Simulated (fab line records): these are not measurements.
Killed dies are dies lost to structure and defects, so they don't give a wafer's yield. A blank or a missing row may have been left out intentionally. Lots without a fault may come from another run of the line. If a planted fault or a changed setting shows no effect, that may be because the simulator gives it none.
Chamber matching | flow n5 finfet | N5_BEOL_M9_DEP_56 on pecvd-02 has 3 sister chambers
The step deposits SiCN from 3MS/NH3, target thk 15 nm, time 26.5 s. 6 wafers are shown with their chamber, then 9 later ones without.

EACH WAFER AND ITS CHAMBER
wafer  | chamber | showerhead vpp V (V) | throttle valve pct (%)
L079.3 | 2       | 851                  | 8.8
L082.2 | 2       | 839                  | 8.9
L082.5 | 1       | 986                  | 9.7
L087.1 | 0       | 973                  | 8.8
L087.5 | 1       | 992                  | 9.6
L087.6 | 0       | 956                  | 8.8

WAFERS MISSING THEIR CHAMBER
wafer  | showerhead vpp V (V) | throttle valve pct (%)
L092.2 | 1006                 | 9.6
L092.4 | 850                  | 8.9
L092.5 | 953                  | 8.8
L095.2 | 843                  | 8.9
L095.4 | 963                  | 8.5
L095.5 | 860                  | 8.8
L096.1 | 940                  | 8.7
L096.4 | 962                  | 9.0
L096.6 | 998                  | 9.4

WHICH CHAMBER EACH WENT THROUGH
wafer  | from the rows above | in truth
L092.2 | 1                   | 1
L092.4 | 2                   | 2
L092.5 | 0                   | 0
L095.2 | 2                   | 2
L095.4 | 0                   | 0
L095.5 | 2                   | 2
L096.1 | 0                   | 0
L096.4 | 0                   | 0
L096.6 | 1                   | 1
Placed correctly: 9 of 9. Number that these rows cannot place: 0. 0 placed wrongly.
How it was worked out, from the rows above alone: a wafer's distance from a chamber is the root of the sum, over the readings, of the square of ((its reading less the chamber's mean) divided by the reading's scatter). The wafer belongs to the nearest chamber; if the next one is less than 2 further off, it can't be placed. The mean given for a chamber averages the wafers shown for that chamber. The scatter is the square root of a quotient: the sum, over the shown wafers, of each reading's squared deviation from its chamber's mean, divided by wafers minus chambers.
